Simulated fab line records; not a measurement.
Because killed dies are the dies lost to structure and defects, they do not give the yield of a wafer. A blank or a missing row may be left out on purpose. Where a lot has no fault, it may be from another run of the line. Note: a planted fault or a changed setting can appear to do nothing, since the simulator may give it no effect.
What tool caused it? -- flow n5Finfet -- 36 wafers sampled from 12 lots at 1 step of a route of 1938

## WHAT THE GAUGES READ, wafer by wafer
N5_BEOL_M8_CD_MEAS_28: target cd 40 nm.
lot,measured,on,cdNm (nm)
L074,day 12 06:07,cdSem-03,39.84 40.42 40.49
L077,day 13 03:10,cdSem-03,39.78 39.95 39.78
L081,day 13 14:50,cdSem-02,39.76 39.81 39.70
L078,day 14 01:47,cdSem-03,39.96 40.16 40.01
L083,day 14 09:55,cdSem-01,39.96 40.01 39.92
L086,day 14 22:49,cdSem-01,39.72 40.10 40.53
L088,day 15 16:07,cdSem-03,39.74 39.97 40.13
L087,day 15 20:21,cdSem-02,39.89 39.58 39.73
L090,day 16 20:14,cdSem-03,39.82 39.64 39.51
L094,day 17 05:40,cdSem-02,40.00 40.06 39.67
L097,day 17 23:14,cdSem-02,39.91 39.91 40.80
L095,day 19 06:26,cdSem-02,40.25 39.76 40.29

## WHAT TOOL EACH LOT RAN ON (gives the tool, then ch and the chambers of the sampled wafers, and finally the start)
Record: no process step prior to these readings.

## THE ANSWER, worked out from the rows above alone
Rule: usual is defined by the lots themselves. The widest of any qualifying gaps counts: lots, ordered by their means at a reading, are off when they make up no more than a third of the lots, leave a main group of 4 or more, and stand apart from it by 3 or more times the standard deviation of that group's means. The tables above print the reading to a certain number of digits; a main group whose means all agree to those digits is not used. Also off: a lot with no number at a reading for which 4 or more lots have one. Where the step has rows for the other lots, those lots are counted as sound.
No lot is off on any of the readings shown, so nothing can be concluded from this.

## WHAT WAS PUT IN BY THE SIMULATOR
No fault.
